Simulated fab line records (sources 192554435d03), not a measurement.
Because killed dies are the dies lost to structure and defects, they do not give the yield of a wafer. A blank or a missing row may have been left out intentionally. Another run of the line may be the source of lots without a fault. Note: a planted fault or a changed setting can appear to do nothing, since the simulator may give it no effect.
Comparing a struck lot with a sound one :: flow n5Finfet :: 38 out of 1938 route steps
Sound: the wafers L211.3, L211.5, L211.6. The struck wafers were L218.2, L218.3, L218.6. The cause is named last.
Per side, at each step with rows, come the tool, then ch with its chambers, and then its first start. Under that, the readings that differ: sound wafers :: struck wafers :: difference of the means :: sigmas: that difference in standard deviations of wafers without a fault.
alike: same words and numbers on both sides, and readings whose means sit less than 2 such deviations apart. not compared: any withheld reading, any reading some wafer has no value for, any bound like >300 that may hide the same value, and any number with overlapping values for which the record gives no deviation.
The two part at a step that has a row with sigmas, a row that says differs or no value, or rows on one side only. Numbers that have no deviation but don't overlap get no sigmas and don't part them. Lack of a reading on every wafer of one side parts them only where that side has two or more wafers.

first, 9 steps without rows for these wafers: N5_PMOS_HMC_CHANNEL_EPI_EPI_26 (deposits Si from SiH4/H2, target thk 3.8 nm, time 22.7 s); N5_FIN_SAQP_PRECLEAN_42 (cleans in O3/DIW, time 60 s); N5_FIN_SAQP_PRECLEAN_00 (cleans in SC1, time 60 s); N5_FIN_SAQP_PRECLEAN_44 (cleans in SC2, time 45 s); N5_FIN_SAQP_SRD_01 (time 30 s); N5_FIN_SAQP_ALD_61 (deposits SiO2, target thk 4 nm, pulse time 1 s, purge time 2 s); N5_FIN_SAQP_DENSIFY_62 (time 60 s); N5_FIN_SAQP_HM_DEP_03 (deposits SiNx from SiH4/NH3/N2, target thk 38 nm, time 33.6 s); N5_FIN_SAQP_PECVD_47 (deposits a-Si from SiH4/He, target thk 45 nm, time 36.3 s).
N5_FIN_SAQP_PECVD_48: deposits SiNx from SiH4/NH3/N2, target thk 25 nm, time 22.1 s.
  sound on pecvd-01 ch 0,1,2, day 4 09:22; struck on pecvd-01 ch 0,2, day 6 03:32
  alike: heaterPowerW, showerheadPlenumPTorr, susceptorTempC, throttleValvePct
then, 10 steps without rows for these wafers: N5_FIN_SAQP_PECVD_06 (deposits a-Si from SiH4/He, target thk 60 nm, time 48.1 s); N5_FIN_SAQP_HM_DEP_72 (deposits SiO2 from SiH4/N2O, target thk 12 nm, time 7.2 s); N5_FIN_SAQP_COAT_49 (time 60 s, resist thk 100 nm); N5_FIN_SAQP_COAT_50 (time 60 s, resist thk 35 nm); N5_FIN_SAQP_COAT_10 (resist thk 90 nm); N5_FIN_SAQP_EBR_12; N5_FIN_SAQP_SOFTBAKE_11 (time 60 s); N5_FIN_SAQP_EXPOSE_13 (exposes mask FIN CORE, target cd 35.6 nm); N5_FIN_SAQP_PEB_14 (peb time 60 s); N5_FIN_SAQP_DEVELOP_15 (develop time 30 s).
N5_FIN_SAQP_INSPECT_18: inspects for defects (brightfield).
  sound: defectInspect-01 at day 4 10:02; struck: defectInspect-01 at day 6 04:13
reading: rawDefectCount
sound: 409 483 730
struck: 1104 1242 1403
difference: +709
sigmas: +6
then, 14 steps without rows for these wafers: N5_FIN_SAQP_DESCUM_21 (chemistry O2, time 7.9 s); N5_FIN_SAQP_ETCH_51 (etches SiARC in CF4, target depth 45.5 nm, time 75.8 s); N5_FIN_SAQP_ETCH_52 (etches SOC in N2/H2, target depth 100 nm, overetch 20 nm, time 150 s); N5_FIN_SAQP_STRIP_53 (strips in N2/H2); N5_FIN_SAQP_HM_OPEN_73 (chemistry CHF3/O2, target SiO2, stops on a-Si, target depth 12 nm, time 16.8 s); N5_FIN_SAQP_STRIP_74 (strips in CHF3/O2); N5_FIN_SAQP_MANDREL_ETCH_22 (etches a-Si in HBr/Cl2, stops on SiNx, target depth 60 nm, bt time 10 s, time 30 s); N5_FIN_SAQP_STRIP_55 (strips in N2/H2); N5_FIN_SAQP_STRIP_23 (strips in SPM, time 750 s); N5_FIN_SAQP_SRD_66 (time 30 s); N5_FIN_SAQP_RECESS_75 (chemistry HF/NH3, target SiO2, target depth 14.4 nm, afs cycles 3, sublimation time 60 s); N5_FIN_SAQP_SPACER1_ALD_24 (deposits SiO2, target thk 20.3 nm, pulse time 1 s, purge time 2 s); N5_FIN_SAQP_SPACER1_ETCHBACK_25 (etches SiO2 in CHF3/O2, target depth 24.4 nm, time 12.2 s); N5_FIN_SAQP_MANDREL1_REMOVE_56 (chemistry HBr/Cl2/O2, target a-Si, stops on SiNx, bt time 10 s).
N5_FIN_SAQP_INSPECT_40: inspects for defects (brightfield).
  sound: defectInspect-01 at day 4 15:16; struck: defectInspect-02 at day 6 10:26
reading: rawDefectCount
sound: 151 183 137
struck: 1028 1014 991
difference: +854
sigmas: +13
N5_FIN_CUT_INSPECT_10: inspects for defects (brightfield).
  sound: defectInspect-01 at day 4 15:41; struck: defectInspect-01 at day 6 10:49
reading: rawDefectCount
sound: 34 38 47
struck: 857 869 869
difference: +825
sigmas: +69
-- here the record skips 10 days between the struck wafers' starts before and after, leaving off in module FIN_CUT and picking up in module PASSIVATION (first step shown: number 1936 of the route) --
N5_PASSIVATION_PROBE_49:
  rows exist in the record for the struck wafers here (prober-01, day 16 08:19), but not for the sound ones

== WHERE THEY PART ==
Last at N5_PASSIVATION_PROBE_49 as far as this record goes, first at N5_FIN_SAQP_INSPECT_18.

WHY: what the simulator had put in
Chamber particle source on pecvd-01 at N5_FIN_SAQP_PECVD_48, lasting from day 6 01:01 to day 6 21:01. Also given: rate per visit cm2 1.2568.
